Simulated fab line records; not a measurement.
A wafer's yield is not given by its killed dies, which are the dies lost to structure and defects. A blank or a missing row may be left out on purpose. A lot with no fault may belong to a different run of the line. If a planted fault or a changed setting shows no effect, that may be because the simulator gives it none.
Which of the tools did it? + flow n5Finfet + 30 wafers sampled from 10 lots at 1 step of a route of 1938

WHAT THE GAUGES READ, wafer by wafer
N5_BEOL_M15_INSPECT_12: inspects for defects (macro).
| lot  | measured     | on               | rawDefectCount |
|------|--------------|------------------|----------------|
| L876 | day 11 11:52 | defectInspect-01 | 2 2 1          |
| L884 | day 13 10:11 | defectInspect-01 | 2 3 3          |
| L886 | day 13 12:44 | defectInspect-01 | 2 2 2          |
| L887 | day 14 14:05 | defectInspect-01 | 1 1 2          |
| L888 | day 14 20:10 | defectInspect-02 | 3 1 0          |
| L894 | day 17 15:37 | defectInspect-01 | 0 1 3          |
| L895 | day 18 00:37 | defectInspect-01 | 5 1 0          |
| L897 | day 18 05:43 | defectInspect-02 | 2 1 1          |
| L898 | day 19 08:47 | defectInspect-01 | 2 2 2          |
| L896 | day 19 13:15 | defectInspect-02 | 1 1 0          |

WHAT TOOL EACH LOT RAN ON (gives the tool, then ch and the chambers of the sampled wafers, and finally the start)
Record: no process step prior to these readings.

THE ANSWER, worked out from the rows above alone
Rule: what is usual is taken from the lots themselves. Put in order of their means at a reading, lots are off if they are a third of the lots or fewer, leave a main group of 4 or more, and stand apart from it by a gap of 3 or more times the standard deviation of the main group's means; of several such gaps the widest counts. A main group whose means are all the same, to the digits that the tables above print for the reading, isn't used. A lot without any number at a reading at which 4 lots or more have one is off too. Where the step has rows for the other lots, those lots are counted as sound.
None of the lots is off at any reading shown; this tells nothing.

WHAT HAD BEEN PUT IN BY THE SIMULATOR
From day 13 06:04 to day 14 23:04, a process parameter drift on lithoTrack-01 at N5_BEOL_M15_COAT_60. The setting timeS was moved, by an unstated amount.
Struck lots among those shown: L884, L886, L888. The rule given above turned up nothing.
